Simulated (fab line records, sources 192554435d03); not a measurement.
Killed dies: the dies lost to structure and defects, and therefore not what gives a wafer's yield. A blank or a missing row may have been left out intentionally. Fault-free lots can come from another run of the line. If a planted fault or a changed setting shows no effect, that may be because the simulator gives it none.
Matching of chambers ; flow n5_finfet ; rie_diel-01 running N5_PASSIVATION_STRIP_14: 4 sister chambers
The step strips in O2. 4 wafers are shown with their chamber, then 7 later ones without.

== WAFERS, EACH WITH ITS CHAMBER ==
wafer;chamber;showerhead_plenum_p_Torr (Torr)
L090.1;0;2.13
L090.2;2;2.07
L094.1;3;2.22
L094.2;1;2.12

== WAFERS WITHOUT THEIR CHAMBER ==
wafer;showerhead_plenum_p_Torr (Torr)
L094.4;2.07
L096.1;2.06
L096.3;2.12
L096.5;2.07
L097.1;2.11
L097.4;2.21
L097.5;2.12

== THE CHAMBER EACH PASSED THROUGH ==
wafer;from the rows above;in truth
L094.4;2;2
L096.1;2;2
L096.3;can't be placed: 1 or 0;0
L096.5;2;2
L097.1;can't be placed: 1 or 0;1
L097.4;3;3
L097.5;can't be placed: 1 or 0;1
Correctly placed: 4 of 7. From these rows, 3 cannot be placed; in 3 the true chamber is one of the candidates. Number placed wrongly: 0.
How it was worked out, from the rows above alone: a wafer's distance from a chamber is the root of the sum, over the readings, of the square of ((its reading less the chamber's mean) divided by the reading's scatter). If the next closest chamber is less than 2 further off than the closest, the wafer can't be placed; otherwise it belongs to the closest. For every chamber, the mean is computed from those of its wafers that are shown. The scatter: root of mean squared gap, hidden wafer to nearest shown wafer, with one shown wafer a chamber.
